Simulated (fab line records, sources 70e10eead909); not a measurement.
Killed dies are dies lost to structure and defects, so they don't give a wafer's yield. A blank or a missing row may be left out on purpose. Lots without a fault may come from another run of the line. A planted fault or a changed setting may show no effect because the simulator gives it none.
fab line records | flow nand_harc
record lots=6 wafers=18 last_day=24
route steps=1159 shown A_M0@1013 A_M1@1026 END@1159
lots that met no fault: from a run of the same line without faults
start_h: hours from the record's first day to the start of the lot's first wafer shown | wait_h: hours since the lot's step before | " the same as in the row above | L1.1+2: a row that stands for several wafers | - no value, or no start given | * or withheld: withheld | < > ~ a bound
route shown NAME@n: a module of which the file shows steps, and the number in the route of the first | usual: mean/standard deviation of fault-free wafers | same: alike in all rows | chamber/n: place in a boat | sites: the reading at each site | _std_site: their standard deviation | _edge_site: outer sites' mean less inner sites' | radius_mm: how far each site lies from the wafer's centre | mask NAME#n: copy n | behind: the tool/chamber that last shaped the wafer | hold: why the lot was held/for how many hours/how that ended | device: the transistor (n, p or np) that didn't switch | end of line: the same wafers' tests at the end of the route | a step without rows: its recipe alone | killed: dies lost to structure and defects at the first sort, not the wafer's yield | map: a wafer's dies, x killed, . not, _ none there
set.NAME: the setting as run; set.NAME@STEP: as run at that earlier step | model.NAME: the simulator's own value behind a step, which no gauge read
lots at some steps of the route; a table a step, a row a wafer
services: from which hour (start_h, from the record's first day; less than 0 if before it) a tool's chamber was out of use, for how many hours, and why
## steps
# step NHARC_A_M0_DEGAS_28
# recipe temp_c=250 time_s=60
# step NHARC_A_M0_PRE_CLEAN_29
# recipe time_s=30 temp_c=280 gas=H2/He
# step NHARC_A_M0_PVD_20
# recipe target_thk_a=50 bias_v=168.6 power_w=15000 chamber_pressure_pa=0.12 time_s=8.06 substrate_temp_c=50 material=TaN
# usual chamber_pressure_pa=0.11999/0.00026 throttle_valve_pct=30.1/1.1
# columns lot.wafer tool chamber start_h wait_h chamber_pressure_pa throttle_valve_pct
L433.1 pvd_sputter-01 - - - 0.12026 29.8
L433.4 " - " " 0.11937 28.8
L433.3 " - " " 0.12007 30.3
L437.3 pvd_sputter-03 - - - 0.12006 30.7
L437.4 " - " " 0.12017 29.2
L437.6 " - " " 0.12023 29.2
L442.4 pvd_sputter-01 - - - 0.12016 29.9
L442.2 " - " " 0.12005 32.4
L442.6 " - " " 0.11994 30.1
L441.3 pvd_sputter-01 - - - 0.12025 30.1
L441.4 " - " " 0.12005 32.3
L441.5 " - " " 0.12035 28.7
L450.1 pvd_sputter-02 - - - 0.12022 30.3
L450.2 " - " " 0.11964 29.4
L450.6 " - " " 0.12018 29.9
L448.4 pvd_sputter-01 - - - 0.12002 29.2
L448.2 " - " " 0.12014 29.9
L448.5 " - " " 0.12003 31.6
# step NHARC_A_M0_PVD_21
# recipe target_thk_a=300 chamber_pressure_pa=5 power_w=5000 substrate_temp_c=30 time_s=20.49 material=Cu
# usual chamber_pressure_pa=5.000/0.01 throttle_valve_pct=30.2/1.2
# columns lot.wafer tool chamber start_h wait_h chamber_pressure_pa throttle_valve_pct
L433.4 pvd_sputter-01 - - - 5.009 28.8
L433.3 " - " " 4.993 30.2
L433.1 " - " " 4.993 30.0
L437.4 pvd_sputter-03 - - - 4.999 31.5
L437.3 " - " " 4.998 28.9
L437.6 " - " " 4.991 30.1
L442.4 pvd_sputter-01 - - - 4.983 28.5
L442.2 " - " " 5.007 30.2
L442.6 " - " " 4.997 32.4
L441.4 pvd_sputter-01 - - - 4.992 29.1
L441.3 " - " " 4.998 30.3
L441.5 " - " " 5.000 30.3
L450.2 pvd_sputter-02 - - - 4.999 30.5
L450.1 " - " " 4.995 29.4
L450.6 " - " " 4.996 29.7
L448.4 pvd_sputter-01 - - - 5.005 29.9
L448.2 " - " " 5.018 30.0
L448.5 " - " " 4.993 30.3
# step NHARC_A_M0_ECD_22
# recipe target_thk_a=4000 bath_temp_c=25 material=Cu
# step NHARC_A_M0_ANNEAL_30
# recipe temp_c=225 time_s=90
# step NHARC_A_M0_CMP_23
# recipe t_overpolish_s=20 target_thk_nm=113.75
# usual motor_current_A=12.0/1 time_to_endpoint_s=28/3.1
# columns lot.wafer tool chamber start_h wait_h motor_current_A time_to_endpoint_s
L433.4 cmp-01 2 407.85 - 12.3 24
L433.3 " 3 " " 10.5 22
L433.1 " 0 " " 10.6 34
L437.4 cmp-04 3 455.97 - 13.0 26
L437.3 " 1 " " 13.6 25
L437.6 " 2 " " 14.1 25
L442.2 cmp-04 3 472.75 - 12.1 27
L442.4 " 0 " " 10.7 27
L442.6 " 1 " " 12.9 28
L441.3 cmp-03 3 488.21 - 12.3 29
L441.4 " 2 " " 11.7 31
L441.5 " 0 " " 10.7 30
L450.2 cmp-03 0 521.93 - 10.9 27
L450.1 " 1 " " 11.7 27
L450.6 " 3 " " 11.8 27
L448.2 cmp-01 0 538.28 - 10.6 35
L448.4 " 1 " " 12.7 31
L448.5 " 2 " " 12.1 24
# step NHARC_A_M0_THK_MEAS_24
# recipe thk_meas_gauge=xrf
# usual thk_nm=113.0/1.6
# columns lot.wafer tool chamber start_h wait_h thk_nm
L433.1 film_metro-02 - 408.17 - 116.5
L433.3 " - " " 112.2
L433.4 " - " " 112.0
L437.3 film_metro-02 - 456.26 - 112.0
L437.4 " - " " 111.7
L437.6 " - " " 110.3
L442.2 film_metro-02 - 473.01 - 110.9
L442.4 " - " " 112.3
L442.6 " - " " 114.2
L441.3 film_metro-02 - 488.53 - 112.1
L441.4 " - " " 112.5
L441.5 " - " " 112.5
L450.1 film_metro-01 - 522.19 - 113.2
L450.2 " - " " 111.9
L450.6 " - " " 111.9
L448.2 film_metro-02 - 538.54 - 115.0
L448.4 " - " " 113.8
L448.5 " - " " 112.0
# step NHARC_A_M0_SRD_25
# step NHARC_A_M0_INSPECT_27
# usual raw_defect_count=441/120
# columns lot.wafer tool chamber start_h wait_h raw_defect_count
L433.1 defect_inspect-02 - 408.32 0.0 364
L433.3 " - " " 482
L433.4 " - " " 319
L437.3 defect_inspect-02 - 456.42 0.0 634
L437.4 " - " " 419
L437.6 " - " " 407
L442.2 defect_inspect-01 - 473.17 0.0 407
L442.4 " - " " 563
L442.6 " - " " 418
L441.3 defect_inspect-02 - 488.69 0.0 621
L441.4 " - " " 526
L441.5 " - " " 501
L450.1 defect_inspect-02 - 522.35 0.0 499
L450.2 " - " " 391
L450.6 " - " " 410
L448.2 defect_inspect-02 - 538.69 0.0 353
L448.4 " - " " 385
L448.5 " - " " 505
# step NHARC_A_M0_PRE_CLEAN_31
# recipe time_s=12 temp_c=370 rf_power_w=300 gas=NH3
# usual heater_power_w=622/92 rf_fwd_power_W=292.5/0.91
# columns lot.wafer tool chamber start_h wait_h heater_power_w rf_fwd_power_W
L433.1 pecvd-01 2 408.39 0.1 585 292.3
L433.3 " 0 " " 727 293.0
L433.4 " 1 " " 577 292.2
L437.3 pecvd-04 0 456.50 0.1 610 292.3
L437.4 " 2 " " 685 292.6
L437.6 " 1 " " 436 293.7
L442.2 pecvd-04 0 473.79 0.6 567 292.0
L442.6 " 0 " " 558 292.3
L442.4 " 1 " " 422 293.7
L441.3 pecvd-01 1 488.79 0.1 529 292.5
L441.4 " 0 " " 688 292.2
L441.5 " 0 " " 680 292.8
L450.2 pecvd-01 1 522.69 0.3 539 291.4
L450.1 " 0 " " 729 292.3
L450.6 " 0 " " 714 291.4
L448.2 pecvd-04 0 538.76 0.1 587 292.3
L448.4 " 0 " " 575 293.2
L448.5 " 1 " " 502 292.1
# step NHARC_A_M0_DEP_32
# recipe target_thk_a=300 temp_c=370 target_thk_nm=30 pressure_torr=3 flow_sccm=200 rf_w=450 material=SiCN
# usual heater_power_w=559/90 rf_fwd_power_W=448.8/1.3
# columns lot.wafer tool chamber start_h wait_h heater_power_w rf_fwd_power_W
L433.1 pecvd-01 2 408.47 0.1 499 449.0
L433.3 " 0 " " 625 449.6
L433.4 " 1 " " 505 448.9
L437.3 pecvd-04 0 456.61 0.1 506 451.0
L437.4 " 2 " " 677 449.1
L437.6 " 1 " " 446 450.3
L442.2 pecvd-04 0 473.87 0.1 530 448.0
L442.6 " 0 " " 555 449.3
L442.4 " 1 " " 375 447.9
L441.3 pecvd-01 1 489.00 0.2 510 451.0
L441.4 " 0 " " 675 449.2
L441.5 " 0 " " 667 449.6
L450.2 pecvd-01 1 522.77 0.1 449 448.7
L450.1 " 0 " " 654 450.9
L450.6 " 0 " " 652 449.4
L448.2 pecvd-04 0 538.84 0.1 448 449.4
L448.4 " 0 " " 453 447.3
L448.5 " 1 " " 441 448.1
# step NHARC_A_M1_DEP_00
# recipe target_thk_a=1825 target_thk_nm=182.5 temp_c=withheld pressure_torr=5 flow_sccm=200 rf_w=600 material=SiOC
# step NHARC_A_M1_DEHYDRATE_01
# recipe temp_c=150 time_s=120
# step NHARC_A_M1_HMDS_02
# recipe time_s=30
# step NHARC_A_M1_COAT_34
# recipe temp_c=200 time_s=65
# step NHARC_A_M1_COAT_03
# recipe spin_rpm=1500 resist_thk_nm=90
# step NHARC_A_M1_SOFTBAKE_04
# recipe temp_c=105 time_s=55
# step NHARC_A_M1_EBR_05
# step NHARC_A_M1_EXPOSE_06
# recipe na=1.35 target_cd_nm=120 dose_mj=75.13 mask_id=A_M1
# step NHARC_A_M1_PEB_07
# recipe peb_temp_c=100 peb_time_s=65
# step NHARC_A_M1_DEVELOP_08
# recipe develop_time_s=35 dev_temp_c=23
# step NHARC_A_M1_CD_MEAS_09
# recipe target_cd_nm=120 landing_energy_ev=500
# usual cd_nm=119.9/0.77
# columns lot.wafer tool chamber start_h wait_h cd_nm
L433.1 cd_sem-02 0 409.73 - 120.2
L433.3 " 0 " " 120.2
L433.4 " 0 " " 119.0
L437.3 cd_sem-01 0 457.84 - 119.2
L437.4 " 0 " " 119.4
L437.6 " 0 " " 119.1
L442.2 cd_sem-03 0 475.22 - 120.6
L442.4 " 0 " " 120.5
L442.6 " 0 " " 120.1
L441.3 cd_sem-03 0 490.13 - 120.2
L441.4 " 0 " " 120.3
L441.5 " 0 " " 119.9
L450.1 cd_sem-01 0 524.00 - 119.6
L450.2 " 0 " " 120.5
L450.6 " 0 " " 119.9
L448.2 cd_sem-01 0 540.09 - 118.3
L448.4 " 0 " " 119.8
L448.5 " 0 " " 120.2
# step NHARC_A_M1_OVL_MEAS_10
# recipe pitch_nm=240
# usual overlay_x_nm=0.0/0.79 overlay_y_nm=0.3/0.95
# columns lot.wafer tool chamber start_h wait_h overlay_x_nm overlay_y_nm
L433.1 overlay-02 - 409.81 - 0.2 -1.3
L433.3 " - " " 0.9 -1.5
L433.4 " - " " 0.5 -1.3
L437.3 overlay-02 - 457.94 - 0.7 1.2
L437.4 " - " " 0.7 1.0
L437.6 " - " " 0.1 1.1
L442.2 overlay-01 - 475.31 - -0.3 -0.4
L442.4 " - " " -0.2 -0.7
L442.6 " - " " -0.9 -0.3
L441.3 overlay-01 - 490.22 - -0.6 -0.4
L441.4 " - " " -0.3 -0.2
L441.5 " - " " -0.8 0.4
L450.1 overlay-01 - 524.09 - -0.2 1.3
L450.2 " - " " 0.4 1.2
L450.6 " - " " 0.6 1.6
L448.2 overlay-02 - 540.17 - 0.0 -1.2
L448.4 " - " " -0.3 -0.6
L448.5 " - " " 0.5 -1.3
# step NHARC_A_M1_INSPECT_11
# usual raw_defect_count=29/12
# columns lot.wafer tool chamber start_h wait_h raw_defect_count
L433.1 defect_inspect-02 - 409.85 0.0 26
L433.3 " - " " 17
L433.4 " - " " 25
L437.3 defect_inspect-02 - 457.97 0.0 589
L437.4 " - " " 572
L437.6 " - " " 528
L442.2 defect_inspect-02 - 475.35 0.0 563
L442.4 " - " " 548
L442.6 " - " " 567
L441.3 defect_inspect-02 - 490.26 0.0 20
L441.4 " - " " 15
L441.5 " - " " 11
L450.1 defect_inspect-01 - 524.13 0.0 12
L450.2 " - " " 19
L450.6 " - " " 20
L448.2 defect_inspect-02 - 540.21 0.0 55
L448.4 " - " " 55
L448.5 " - " " 60
# step NHARC_A_M1_DESCUM_14
# recipe time_s=3 o2_flow_sccm=200 ar_flow_sccm=0 bias_power_w=0 chemistry=O2
# usual drypump_motor_current_A=5.8/0.46 oes_product_au=1.002/0.014 rf_vpp_V=57.8/0.92 showerhead_plenum_p_Torr=1.93/0.084 throttle_valve_pct=11.311/0.0099
# columns lot.wafer tool chamber start_h wait_h drypump_motor_current_A oes_product_au rf_hours_counter_h rf_vpp_V showerhead_plenum_p_Torr throttle_valve_pct
L433.4 rie_diel-10 1 409.91 0.1 5.0 0.993 1 56.6 1.83 11.305
L433.1 " 2 " " 6.4 0.983 1 58.5 1.92 11.334
L433.3 " 3 " " 5.6 0.984 1 58.0 1.99 11.334
L437.3 rie_diel-12 2 458.04 0.1 6.1 1.025 7 58.6 1.91 11.317
L437.6 " 0 " " 5.5 1.012 - 58.0 2.06 11.311
L437.4 " 3 " " 5.6 1.016 - 58.3 1.99 11.322
L442.4 rie_diel-10 3 475.42 0.1 5.7 0.986 3 58.4 1.99 11.318
L442.2 " 0 " " 6.2 1.004 3 57.5 2.04 11.319
L442.6 " 2 " " 6.4 1.000 - 56.8 1.92 11.305
L441.3 rie_diel-10 2 490.33 0.1 6.5 0.999 3 56.9 1.92 11.317
L441.4 " 1 " " 5.0 0.999 - 57.5 1.82 11.314
L441.5 " 0 " " 6.1 1.008 - 58.1 2.04 11.312
L450.1 rie_diel-10 1 524.20 0.1 5.0 0.989 4 57.4 1.82 11.320
L450.2 " 2 " " 6.4 0.971 4 59.6 1.92 11.313
L450.6 " 0 " " 6.1 1.005 - 57.1 2.04 11.317
L448.2 rie_diel-11 3 540.27 0.1 5.3 1.009 9 58.6 2.04 11.298
L448.4 " 1 " " 5.7 0.994 8 57.4 1.93 11.327
L448.5 " 0 " " 6.3 1.013 - 59.6 1.93 11.306
# step NHARC_END_SORT_01
# recipe temp_c=25
# usual defect_limited_yield=95.5/1.4 killed_at_array=26/9.1 killed_at_other=0.7/0.9 killed_at_periphery=3.6/2.8 killed_dies=30/9.2 killed_open=3.0/1.9 killed_short=2.0/1.4 sort_bin_2_pct=1.4/0.6 sort_bin_3_pct=0.23/0.17 sort_bin_4_pct=2.8/0.92 sort_n_pass=647/9.2 sort_rim_yield_pct=95.9/2.1 sort_yield_pct=95.5/1.4
# same gross_dies=677 sort_bin_5_pct[%]=0 sort_bin_6_pct[%]=0 sort_bin_7_pct[%]=0 sort_bin_8_pct[%]=0 sort_rim_n_gross=106.00
# columns lot.wafer tool chamber start_h wait_h defect_limited_yield[%] killed_at_array killed_at_other killed_at_periphery killed_dies killed_open killed_short sort_bin_2_pct[%] sort_bin_3_pct[%] sort_bin_4_pct[%] sort_n_pass sort_rim_yield_pct[%] sort_yield_pct[%]
L433.1 prober-01 0 452.31 2.5 96.8 20 0 2 22 4 1 1.5 0.15 1.6 655 99.1 96.8
L433.3 prober-01 0 453.91 3.1 97.6 15 0 1 16 1 1 0.7 0 1.6 661 100.0 97.6
L433.4 prober-01 0 454.71 3.4 96.0 25 0 2 27 2 5 1.8 0 2.2 650 96.2 96.0
L437.3 prober-01 0 498.83 3.1 88.8 73 2 1 76 3 0 5.0 2.07 4.1 601 86.8 88.8
L437.4 prober-01 0 499.63 3.4 86.0 91 1 3 95 2 1 5.6 4.28 4.1 582 94.3 86.0
L437.6 prober-01 0 501.22 4.0 90.5 61 0 3 64 1 0 3.8 1.18 4.4 613 87.7 90.5
L442.2 prober-02 0 513.20 2.8 87.9 80 0 2 82 4 2 4.4 2.66 5.0 595 84.9 87.9
L442.4 prober-02 0 514.85 3.5 91.0 59 0 2 61 2 1 3.0 2.22 3.8 616 86.8 91.0
L442.6 prober-02 0 516.49 4.1 88.8 74 0 2 76 1 0 5.5 2.51 3.2 601 87.7 88.8
L441.3 prober-01 0 527.69 3.1 97.3 15 0 3 18 4 1 0.7 0.15 1.8 659 98.1 97.3
L441.4 prober-01 0 528.49 3.4 97.2 14 0 5 19 0 2 0.7 0 2.1 658 96.2 97.2
L441.5 prober-01 0 529.30 3.7 97.2 14 1 4 19 4 3 1.2 0.15 1.5 658 97.2 97.2
L450.1 prober-01 0 569.62 2.5 97.2 16 2 1 19 2 1 1.0 0 1.8 658 96.2 97.2
L450.2 prober-01 0 570.44 2.8 96.9 16 2 3 21 3 3 0.4 0.15 2.5 656 98.1 96.9
L450.6 prober-01 0 573.70 4.1 96.0 23 0 4 27 5 1 1.5 0.30 2.2 650 96.2 96.0
L448.2 prober-01 0 578.31 2.8 92.5 51 0 0 51 4 3 1.6 0 5.9 626 95.3 92.5
L448.4 prober-01 0 579.89 3.4 93.6 42 0 1 43 2 0 1.6 0.59 4.1 634 95.3 93.6
L448.5 prober-01 0 580.68 3.7 92.2 50 1 2 53 4 2 3.1 0.30 4.4 624 94.3 92.2
# killed by level:class
L433.1 A_CHANNEL_HOLE_D1:chamber_film_flake=11 A_STAIRCASE:chamber_film_flake=4 P_CONTACT:geometric_particle:short=1 P_CONTACT:geometric_particle:open=1 A_WL_FILL:geometric_particle:open=1 A_BLC:geometric_particle:open=1 A_M0:geometric_particle:open=1 A_ZERO_WELL:chamber_film_flake=1
L433.3 A_CHANNEL_HOLE_D1:chamber_film_flake=10 A_ONON_D1:geometric_particle:open=1 A_CHANNEL_HOLE_D1:geometric_particle:short=1 P_GATE:chamber_film_flake=1 A_SLIT:chamber_film_flake=1 A_STAIRCASE:chamber_film_flake=1 A_CONTACT:chamber_film_flake=1
L433.4 A_CHANNEL_HOLE_D1:chamber_film_flake=11 A_STAIRCASE:chamber_film_flake=6 P_CONTACT:geometric_particle:short=1 A_CHANNEL_HOLE_D1:geometric_particle:short=1 A_CONTACT:geometric_particle:short=1 A_CONTACT:geometric_particle:open=1 A_M0:geometric_particle:short=1 A_M0:geometric_particle:open=1
L437.3 A_M0:unspecified=51 A_CHANNEL_HOLE_D1:chamber_film_flake=17 A_CONTACT:chamber_film_flake=2 THIN_TSV:chamber_film_flake=2 P_M0:geometric_particle:open=1 A_SOURCE_PLATE:geometric_particle:open=1 A_CHANNEL_FILL_D1:geometric_particle:open=1 A_STAIRCASE:chamber_film_flake=1
L437.4 A_M0:unspecified=73 A_CHANNEL_HOLE_D1:chamber_film_flake=5 A_STAIRCASE:chamber_film_flake=5 A_CONTACT:chamber_film_flake=4 P_GATE:chamber_film_flake=3 A_ONON_D1:geometric_particle:short=1 A_SGD_CUT:geometric_particle:open=1 A_WL_FILL:geometric_particle:open=1
L437.6 A_M0:unspecified=35 A_CHANNEL_HOLE_D1:chamber_film_flake=14 A_CONTACT:chamber_film_flake=7 P_GATE:chamber_film_flake=3 A_STAIRCASE:chamber_film_flake=3 A_CHANNEL_FILL_D1:geometric_particle:open=1 A_WL_FILL:chamber_film_flake=1
L442.2 A_M0:unspecified=47 A_CHANNEL_HOLE_D1:chamber_film_flake=20 A_CONTACT:chamber_film_flake=5 A_STAIRCASE:chamber_film_flake=2 P_STI:geometric_particle:open=1 P_M2:geometric_particle:open=1 A_SOURCE_PLATE:geometric_particle:open=1 A_SOURCE_PLATE:geometric_particle:short=1
L442.4 A_M0:unspecified=32 A_CHANNEL_HOLE_D1:chamber_film_flake=12 A_CONTACT:chamber_film_flake=9 A_STAIRCASE:chamber_film_flake=2 P_GATE:geometric_particle:open=1 A_SOURCE_PLATE:geometric_particle:open=1 A_CONTACT:geometric_particle:short=1 P_GATE:chamber_film_flake=1
L442.6 A_M0:unspecified=46 A_CHANNEL_HOLE_D1:chamber_film_flake=16 A_CONTACT:chamber_film_flake=7 A_STAIRCASE:chamber_film_flake=4 P_GATE:chamber_film_flake=2 A_WL_FILL:geometric_particle:open=1
L441.3 A_CHANNEL_HOLE_D1:chamber_film_flake=5 A_CONTACT:chamber_film_flake=4 P_M1:chamber_film_flake=2 P_CONTACT:geometric_particle:open=1 A_CHANNEL_FILL_D1:geometric_particle:short=1 A_SGD_CUT:geometric_particle:open=1 A_CONTACT:geometric_particle:open=1 A_BLC:geometric_particle:open=1
L441.4 A_CHANNEL_HOLE_D1:chamber_film_flake=6 P_M1:chamber_film_flake=5 A_CONTACT:chamber_film_flake=3 A_ONON_D1:geometric_particle:short=1 A_CHANNEL_HOLE_D1:geometric_particle:short=1 A_ZERO_WELL:chamber_film_flake=1 A_SLIT:chamber_film_flake=1 A_WL_FILL:chamber_film_flake=1
L441.5 A_CHANNEL_HOLE_D1:chamber_film_flake=5 P_M1:chamber_film_flake=3 A_BLC:geometric_particle:open=2 A_CONTACT:chamber_film_flake=2 P_GATE:geometric_particle:short=1 A_SOURCE_PLATE:geometric_particle:open=1 A_CHANNEL_HOLE_D1:geometric_particle:short=1 A_WL_FILL:geometric_particle:short=1
L450.1 A_CHANNEL_HOLE_D1:chamber_film_flake=4 A_CONTACT:chamber_film_flake=4 A_CHANNEL_FILL_D1:chamber_film_flake=2 THIN_TSV:chamber_film_flake=2 A_CHANNEL_HOLE_D1:geometric_particle:open=1 A_SGD_CUT:geometric_particle:short=1 A_M0:geometric_particle:open=1 P_CONTACT:chamber_film_flake=1
L450.2 A_CHANNEL_HOLE_D1:chamber_film_flake=7 A_ZERO_WELL:chamber_film_flake=2 THIN_TSV:chamber_film_flake=2 A_SLIT:chamber_film_flake=2 A_CONTACT:chamber_film_flake=2 P_GATE:geometric_particle:open=1 P_CONTACT:geometric_particle:open=1 P_M2:geometric_particle:open=1
L450.6 A_CHANNEL_HOLE_D1:chamber_film_flake=12 A_CONTACT:chamber_film_flake=4 A_CHANNEL_FILL_D1:chamber_film_flake=3 P_GATE:geometric_particle:open=1 P_M0:geometric_particle:open=1 P_M1:geometric_particle:open=1 A_WL_FILL:geometric_particle:open=1 A_CONTACT:geometric_particle:open=1
L448.2 A_CHANNEL_HOLE_D1:chamber_film_flake=18 A_SLIT:chamber_film_flake=17 A_CONTACT:chamber_film_flake=6 A_ZERO_WELL:chamber_film_flake=3 A_CONTACT:geometric_particle:open=2 A_ONON_D1:geometric_particle:short=1 A_WL_FILL:geometric_particle:short=1 A_WL_FILL:geometric_particle:open=1
L448.4 A_CHANNEL_HOLE_D1:chamber_film_flake=21 A_SLIT:chamber_film_flake=12 A_CONTACT:chamber_film_flake=6 P_CONTACT:geometric_particle:open=1 A_CONTACT:geometric_particle:open=1 A_ZERO_WELL:chamber_film_flake=1 A_CHANNEL_FILL_D1:chamber_film_flake=1
L448.5 A_CHANNEL_HOLE_D1:chamber_film_flake=24 A_SLIT:chamber_film_flake=14 A_CONTACT:chamber_film_flake=7 P_M0:geometric_particle:open=1 P_M1:geometric_particle:open=1 A_SGD_CUT:geometric_particle:open=1 A_M1:geometric_particle:open=1 A_M1:geometric_particle:short=1
# map L437.4 (x killed, . not)
____________.____________
_________......._________
_______..........._______
______.............______
_____............x.._____
____...............x.____
____.............x...____
___...................___
___...................___
__.....................__
__x......x.............__
_.......x.............x._
_.......x..............._
_...x..xx..............._
_...xxx.x..............._
_..xxxxxxx.x.........x.._
...xxxxxxx...............
....xxxxxx..............x
...xxxxxxxx............xx
...xxxxxxxx..............
...xxxxxxxx...........x..
_..xxxxxxxx............._
_...xxxxxxx..........xx._
_...x.xx.x.............._
_....xxxx..............._
_....xx................._
__.....................__
__.....................__
___................x..___
___...................___
____.................____
____............x....____
_____..............._____
______.............______
_______..........._______
_________.....x._________
____________.____________
# map L442.2 (x killed, . not)
____________.____________
_________......._________
_______xxx........_______
______xxxx.x.......______
_____xxxx..........x_____
____xxxxxx...........____
____xxxxx............____
___xxxxxx.............___
___xxxxxxx............___
__xxxxx..x.............__
__..xxxx...............__
_...x.xx................_
_......................._
_......................._
_.....x................._
_......................._
..xx.....................
.........................
.....x.....x.............
...x.xx..x...............
.....xx..................
_..xx.xxx..............._
_.....x.x..............._
_..x....xx.............._
_....x........x........._
_..................x...._
__.x..............x....__
__....................x__
___...................___
___...................___
____.............x...____
____............xx...____
_____x...........x.._____
______.............______
_______..........._______
_________......._________
____________.____________
## services
# columns tool chamber start_h hours kind
pecvd-04 0 389.00 - clean
cmp-04 - 401.06 4.0 pm
pvd_sputter-02 - 401.47 10.0 pm
rie_diel-11 1 402.58 2.2 repair
pecvd-01 - 411.29 0.9 repair
pecvd-01 - 418.26 13.0 pm
cmp-01 - 418.53 2.0 repair
rie_diel-12 1 419.44 3.3 repair
cmp-04 - 429.58 3.0 repair
pvd_sputter-01 - 448.68 4.1 repair
pvd_sputter-03 - 456.15 2.1 repair
cmp-03 - 456.86 4.0 pm
rie_diel-12 1 456.94 6.9 repair
cmp-01 - 473.50 4.0 pm
pecvd-01 2 477.28 21.3 repair
rie_diel-11 3 483.62 17.8 repair
cmp-04 - 488.58 1.1 repair
rie_diel-10 3 489.95 9.5 repair
rie_diel-11 1 492.55 4.6 repair
cmp-04 - 499.06 4.0 pm
cmp-04 - 505.28 1.6 repair
pvd_sputter-01 - 514.05 10.0 pm
rie_diel-10 2 529.41 14.6 repair
rie_diel-10 - 530.50 9.0 pm
## key
first_sign step=NHARC_A_M1_INSPECT_11 reading=raw_defect_count direction=up sigmas=46 usual=29 struck=561
effect step=NHARC_END_SORT_01 reading=killed_at_array direction=up sigmas=5.1 usual=26 struck=73
more_kills_born_at NHARC_A_M0_DEP_32@pecvd-04=284
met_at NHARC_A_M0_DEP_32
struck_wafers L437.3,L437.4,L437.6,L442.2,L442.4,L442.6
also_fits NHARC_A_M0_CMP_23:cmp-04
fault kind=chamber_particle_source tool=pecvd-04 chamber=- onset_h=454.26 steps=NHARC_A_M0_DEP_32 rate_per_visit_cm2=0.81264 end_h=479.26
